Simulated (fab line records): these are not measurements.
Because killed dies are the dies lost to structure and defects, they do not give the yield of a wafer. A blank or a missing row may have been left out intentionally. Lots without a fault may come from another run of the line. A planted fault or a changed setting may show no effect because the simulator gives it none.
One fault through the eyes of 2 desks | flow nandHarc | only its own numbers are on each desk; what lay behind them is given at the end

== METROLOGY DESK ==
Lot by lot, what the gauges showed, no matter which tool ran the lot: averages of those sampled wafers that carry a number. Marked OUT: a lot whose mean sits more than 4 standard deviations from the usual mean, which makes it out of limits; the brackets give that distance.
Columns: A = thkNm at NHARC_THIN_TSV_THK_MEAS_02, usual 3026 nm
lot  | first seen here | A
L572 | day 18 22:08    | 3032
L576 | day 19 06:44    | 3195
L574 | day 19 14:56    | 2940
L575 | day 19 16:11    | 2800
L570 | day 20 01:22    | 3072
L577 | day 20 13:05    | 3041
L578 | day 20 14:17    | 3106
L585 | day 22 15:02    | 2943
L586 | day 22 23:04    | 2677
L590 | day 23 00:15    | 3085
L587 | day 23 04:22    | 3309
L589 | day 23 08:47    | 3016
L591 | day 23 16:55    | 2845
This desk found nothing out of limits on any of the 13 lots.

== DESK OF THE TOOL OWNER: wetBench-06 ==
The tool's own readings at NHARC_A_STAIRCASE_STRIP_296 (strips in SPM, time 900 s): means of the sampled wafers that have a number, for each lot that ran on this tool. Marked OUT: a lot whose mean sits more than 4 standard deviations from the usual mean, which makes it out of limits; the brackets give that distance.
Columns: A = bathHeatDutyPct at NHARC_A_STAIRCASE_STRIP_296, usual 15.1 %
lot  | first seen here | A
L572 | day 12 05:53    | 15.2
L576 | day 12 20:03    | 15.2
L585 | day 15 11:48    | 15.7
L586 | day 15 13:01    | 15.8
This desk found nothing out of limits on any of the 4 lots.

== ALL TOGETHER ==
Nothing out of limits was seen by the metrology desk.
Nothing out of limits was seen by the tool owner's desk.

== WHAT HAD BEEN PUT IN BY THE SIMULATOR ==
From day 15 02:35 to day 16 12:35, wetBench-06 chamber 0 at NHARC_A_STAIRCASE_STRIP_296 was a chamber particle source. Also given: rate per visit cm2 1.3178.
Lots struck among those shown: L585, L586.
